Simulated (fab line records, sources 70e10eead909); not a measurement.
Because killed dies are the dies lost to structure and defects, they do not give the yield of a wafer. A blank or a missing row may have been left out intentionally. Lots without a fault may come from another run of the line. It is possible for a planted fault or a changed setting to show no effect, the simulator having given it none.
Matching of chambers | flow nand-harc | NHARC_A_CHANNEL_FILL_D2_ALD_14 on ald-hk-04: 4 sister chambers
The step deposits SiO2, target thk 2.5 nm, pulse time 10 s, ald cycles 25. 20 wafers are shown with their chamber, then 10 later ones without.

## WAFERS, EACH WITH ITS CHAMBER
wafer  | chamber | heater-power-w (W) | precursor-pulse-height-rel
L080.3 | 0       | 434                | 0.977
L080.4 | 2       | 448                | 0.999
L080.5 | 2       | 449                | 0.978
L083.1 | 0       | 437                | 0.987
L083.5 | 1       | 420                | 0.968
L083.6 | 0       | 434                | 0.996
L085.3 | 2       | 442                | 0.986
L085.4 | 0       | 449                | 1.055
L085.6 | 2       | 447                | 0.992
L088.2 | 3       | 522                | 0.997
L088.4 | 0       | 409                | 1.009
L088.5 | 3       | 517                | 1.010
L090.1 | 2       | 441                | 0.992
L090.3 | 3       | 535                | 0.975
L090.4 | 0       | 402                | 0.993
L092.1 | 1       | 415                | 0.997
L092.2 | 0       | 399                | 0.992
L092.3 | 3       | 522                | 1.057
L092.4 | 2       | 446                | 1.003
L092.5 | 1       | 427                | 1.022

SIGNATURES (averages over the wafers above)
reading                    | chamber 0 | chamber 1 | chamber 2 | chamber 3 | scatter within a chamber
heater-power-w             | 423.43    | 420.67    | 445.50    | 524.00    | 12.8
precursor-pulse-height-rel | 1.00129   | 0.99567   | 0.99167   | 1.00975   | 0.0242
Rule: a wafer lies at a distance from a chamber equal to the root of the sum of squares, over the readings, of (its reading less the chamber's mean, divided by the reading's scatter). If the next closest chamber is less than 2 further off than the closest, the wafer can't be placed; otherwise it belongs to the closest. The scatter: take each reading less its chamber's mean, square it, sum over the shown wafers, divide by the number of wafers less the number of chambers, and take the root.

## WAFERS WITH NO CHAMBER GIVEN
wafer  | heater-power-w (W) | precursor-pulse-height-rel
L092.6 | 441                | 0.982
L093.1 | 528                | 0.997
L093.3 | 449                | 1.043
L093.5 | 409                | 0.983
L095.2 | 523                | 1.002
L095.4 | 416                | 0.982
L095.5 | 392                | 1.006
L096.4 | 410                | 1.049
L096.5 | 416                | 0.993
L096.6 | 530                | 1.004

## THE CHAMBER EACH PASSED THROUGH
wafer  | from the rows above          | in truth
L092.6 | can't be placed: 2 or 0 or 1 | 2
L093.1 | 3                            | 3
L093.3 | can't be placed: 2 or 0 or 1 | 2
L093.5 | can't be placed: 1 or 0 or 2 | 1
L095.2 | 3                            | 3
L095.4 | can't be placed: 1 or 0 or 2 | 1
L095.5 | can't be placed: 1 or 0 or 2 | 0
L096.4 | can't be placed: 0 or 1 or 2 | 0
L096.5 | can't be placed: 1 or 0 or 2 | 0
L096.6 | 3                            | 3
Correctly placed: 3 of 10. Cannot be placed on the basis of these rows: 7; the candidates contain the true chamber in 7. Placed wrongly: 0.
